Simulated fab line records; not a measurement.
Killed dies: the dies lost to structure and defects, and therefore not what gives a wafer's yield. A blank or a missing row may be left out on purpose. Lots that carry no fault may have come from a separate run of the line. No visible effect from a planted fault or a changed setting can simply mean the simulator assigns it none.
What tool caused it? / flow n5Finfet / 12 lots with 34 wafers sampled at 2 steps, on a route of 1938 steps

WHAT THE GAUGES READ, wafer by wafer
N5_BEOL_M5_OCD_MEAS_38.
lot=L608; measured=day 8 13:13; on=ocd-01; trenchDepthNm (nm)=72.9 72.0 73.0
lot=L610; measured=day 8 17:27; on=ocd-02; trenchDepthNm (nm)=69.2 69.6 69.3
lot=L611; measured=day 9 01:50; on=ocd-02; trenchDepthNm (nm)=70.3 71.7 70.5
lot=L613; measured=day 9 18:33; on=ocd-02; trenchDepthNm (nm)=68.9 72.5 70.9
lot=L617; measured=day 10 09:59; on=ocd-01; trenchDepthNm (nm)=71.5 74.6 72.1
lot=L618; measured=day 10 19:15; on=ocd-02; trenchDepthNm (nm)=69.6 72.2 70.6
lot=L619; measured=day 11 00:28; on=ocd-01; trenchDepthNm (nm)=71.3 68.8 70.7
lot=L621; measured=day 11 09:46; on=ocd-01; trenchDepthNm (nm)=72.3 75.4
lot=L620; measured=day 11 12:26; on=ocd-01; trenchDepthNm (nm)=73.2 74.6
lot=L628; measured=day 13 17:39; on=ocd-01; trenchDepthNm (nm)=72.7 74.6 72.9
lot=L629; measured=day 13 20:16; on=ocd-02; trenchDepthNm (nm)=72.0 70.4 69.8
lot=L630; measured=day 14 05:05; on=ocd-01; trenchDepthNm (nm)=72.5 69.5 71.6

EACH LOT AND THE TOOL THAT RAN IT (in order: tool; ch and the chambers of the sampled wafers; start)
lot=L608; N5_BEOL_M5_ETCH_67=rieDiel-06 ch 0,3, day 8 12:51
lot=L610; N5_BEOL_M5_ETCH_67=rieDiel-01 ch 0,2, day 8 17:05
lot=L611; N5_BEOL_M5_ETCH_67=rieDiel-03 ch 0,1,2, day 9 01:28
lot=L613; N5_BEOL_M5_ETCH_67=rieDiel-03 ch 0,2,3, day 9 18:11
lot=L617; N5_BEOL_M5_ETCH_67=rieDiel-06 ch 1,2,3, day 10 09:38
lot=L618; N5_BEOL_M5_ETCH_67=rieDiel-03 ch 0,1,3, day 10 18:52
lot=L619; N5_BEOL_M5_ETCH_67=rieDiel-01 ch 2,3, day 11 00:07
lot=L621; N5_BEOL_M5_ETCH_67=rieDiel-06 ch 0,2, day 11 09:23
lot=L620; N5_BEOL_M5_ETCH_67=rieDiel-06 ch 2,3, day 11 12:04
lot=L628; N5_BEOL_M5_ETCH_67=rieDiel-06 ch 0,2,3, day 13 17:17
lot=L629; N5_BEOL_M5_ETCH_67=rieDiel-03 ch 0,3, day 13 19:54
lot=L630; N5_BEOL_M5_ETCH_67=rieDiel-01 ch 0,2,3, day 14 04:43
- N5_BEOL_M5_ETCH_67: etches SiARC in CF4, target depth 15.6 nm, time 26 s.

AS READ BY THE TOOLS THEMSELVES (means over the sampled wafers that have a number; for cases with no such wafer, the mark the record gives instead)
N5_BEOL_M5_ETCH_67.
lot=L608; tool=rieDiel-06; drypumpMotorCurrentA (A)=6.1; etchRfOnTimeS (s)=25.0; oesProductAu (a.u.)=0.67; rfVppV (V)=182.5; showerheadPlenumPTorr (Torr)=2.01; throttleValvePct (%)=15.34
lot=L610; tool=rieDiel-01; drypumpMotorCurrentA (A)=5.5; etchRfOnTimeS (s)=26.5; oesProductAu (a.u.)=0.60; rfVppV (V)=184.7; showerheadPlenumPTorr (Torr)=2.16; throttleValvePct (%)=15.89
lot=L611; tool=rieDiel-03; drypumpMotorCurrentA (A)=6.3; etchRfOnTimeS (s)=26.9; oesProductAu (a.u.)=0.60; rfVppV (V)=184.2; showerheadPlenumPTorr (Torr)=2.16; throttleValvePct (%)=15.95
lot=L613; tool=rieDiel-03; drypumpMotorCurrentA (A)=5.9; etchRfOnTimeS (s)=26.4; oesProductAu (a.u.)=0.62; rfVppV (V)=183.6; showerheadPlenumPTorr (Torr)=2.17; throttleValvePct (%)=15.72
lot=L617; tool=rieDiel-06; drypumpMotorCurrentA (A)=6.0; etchRfOnTimeS (s)=25.6; oesProductAu (a.u.)=0.74; rfVppV (V)=183.0; showerheadPlenumPTorr (Torr)=2.11; throttleValvePct (%)=15.49
lot=L618; tool=rieDiel-03; drypumpMotorCurrentA (A)=6.1; etchRfOnTimeS (s)=26.2; oesProductAu (a.u.)=0.62; rfVppV (V)=183.7; showerheadPlenumPTorr (Torr)=2.11; throttleValvePct (%)=15.75
lot=L619; tool=rieDiel-01; drypumpMotorCurrentA (A)=5.4; etchRfOnTimeS (s)=26.4; oesProductAu (a.u.)=0.63; rfVppV (V)=184.6; showerheadPlenumPTorr (Torr)=2.17; throttleValvePct (%)=15.95
lot=L621; tool=rieDiel-06; drypumpMotorCurrentA (A)=6.0; etchRfOnTimeS (s)=24.8; oesProductAu (a.u.)=0.73; rfVppV (V)=182.9; showerheadPlenumPTorr (Torr)=2.07; throttleValvePct (%)=15.54
lot=L620; tool=rieDiel-06; drypumpMotorCurrentA (A)=5.8; etchRfOnTimeS (s)=25.1; oesProductAu (a.u.)=0.74; rfVppV (V)=182.9; showerheadPlenumPTorr (Torr)=2.04; throttleValvePct (%)=15.52
lot=L628; tool=rieDiel-06; drypumpMotorCurrentA (A)=6.0; etchRfOnTimeS (s)=24.7; oesProductAu (a.u.)=0.69; rfVppV (V)=181.9; showerheadPlenumPTorr (Torr)=2.03; throttleValvePct (%)=15.51
lot=L629; tool=rieDiel-03; drypumpMotorCurrentA (A)=5.7; etchRfOnTimeS (s)=26.6; oesProductAu (a.u.)=0.62; rfVppV (V)=184.4; showerheadPlenumPTorr (Torr)=2.16; throttleValvePct (%)=15.76
lot=L630; tool=rieDiel-01; drypumpMotorCurrentA (A)=5.4; etchRfOnTimeS (s)=26.5; oesProductAu (a.u.)=0.68; rfVppV (V)=184.2; showerheadPlenumPTorr (Torr)=2.15; throttleValvePct (%)=15.81

THE ANSWER, worked out from the rows above alone
Rule: the usual values come from the lots themselves. Put in order of their means at a reading, lots are off if they are a third of the lots or fewer, leave a main group of 4 or more, and stand apart from it by a gap of 3 or more times the standard deviation of the main group's means; of several such gaps the widest counts. If all means in a main group match to the digits the tables above print for the reading, that group is not used. Also off: a lot with no number at a reading for which 4 or more lots have one. The other lots that the step has rows for count as sound. Order of review: gauges by route order, followed by the tools' own readings, for which a lot's mean as printed above is used. At the first step where some lot is off, the reading lying furthest off is the one used; lots without a number count as furthest.
None of the lots is off at any reading shown; this tells nothing.

WHAT THE SIMULATOR PUT IN
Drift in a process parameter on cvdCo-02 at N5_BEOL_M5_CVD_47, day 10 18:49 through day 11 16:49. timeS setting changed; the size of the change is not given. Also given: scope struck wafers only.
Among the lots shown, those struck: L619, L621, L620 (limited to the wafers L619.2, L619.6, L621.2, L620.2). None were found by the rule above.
